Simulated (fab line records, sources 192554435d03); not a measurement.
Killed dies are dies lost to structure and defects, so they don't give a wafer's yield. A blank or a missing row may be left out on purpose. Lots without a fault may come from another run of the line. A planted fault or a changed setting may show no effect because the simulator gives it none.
Which tool did it? | flow n5_finfet | 12 lots, 36 wafers sampled, at 2 steps of a route of 1938

WHAT THE GAUGES READ, wafer by wafer
N5_BEOL_M4_CD_MEAS_28: target cd 26.2 nm, target cd y 24.1 nm.
lot  | measured     | on        | cd_nm (nm)
L075 | day 8 05:08  | cd_sem-02 | 26.34 26.09 25.65
L077 | day 8 13:32  | cd_sem-01 | 26.00 26.54 26.08
L079 | day 8 17:29  | cd_sem-02 | 26.73 25.75 26.28
L081 | day 9 11:34  | cd_sem-01 | 25.98 26.32 25.70
L083 | day 10 05:32 | cd_sem-02 | 26.34 26.26 26.50
L085 | day 10 16:16 | cd_sem-02 | 26.32 26.10 25.99
L086 | day 10 23:35 | cd_sem-01 | 26.23 26.33 26.07
L089 | day 11 05:02 | cd_sem-01 | 26.25 25.93 26.38
L092 | day 11 23:47 | cd_sem-01 | 26.72 26.23 26.32
L093 | day 12 13:32 | cd_sem-03 | 26.42 26.26 26.64
L095 | day 12 22:34 | cd_sem-02 | 26.29 26.41 25.95
L097 | day 13 12:27 | cd_sem-03 | 26.31 26.50 26.03

WHICH TOOL RAN EACH LOT (tool, then ch and the chambers of the sampled wafers, then the start)
lot  | N5_BEOL_M4_ETCH_64
L075 | rie_diel-01 ch 1,2,3, day 8 04:24
L077 | rie_diel-05 ch 1,2,3, day 8 12:51
L079 | rie_diel-03 ch 0,1,2, day 8 16:41
L081 | rie_diel-01 ch 0,1, day 9 10:46
L083 | rie_diel-05 ch 0,2,3, day 10 04:44
L085 | rie_diel-01 ch 0,1, day 10 15:32
L086 | rie_diel-03 ch 0,2, day 10 22:46
L089 | rie_diel-03 ch 0,2,3, day 11 04:21
L092 | rie_diel-01 ch 0,3, day 11 22:55
L093 | rie_diel-03 ch 0,2,3, day 12 12:52
L095 | rie_diel-03 ch 2,3, day 12 21:44
L097 | rie_diel-03 ch 0,1, day 13 11:39
- N5_BEOL_M4_ETCH_64: etches SOC in N2/H2, target depth 75 nm, overetch 22.5 nm, time 121.9 s.

THE ANSWER, worked out from the rows above alone
Rule: what is usual is taken from the lots themselves. Put in order of their means at a reading, lots are off if they are a third of the lots or fewer, leave a main group of 4 or more, and stand apart from it by a gap of 3 or more times the standard deviation of the main group's means; of several such gaps the widest counts. A main group whose means are all the same, to the digits that the tables above print for the reading, isn't used. A lot without any number at a reading at which 4 lots or more have one is off too. The other lots that the step has rows for count as sound.
No lot is off at any reading shown: from this, nothing can be told.

WHAT THE SIMULATOR HAD PUT IN
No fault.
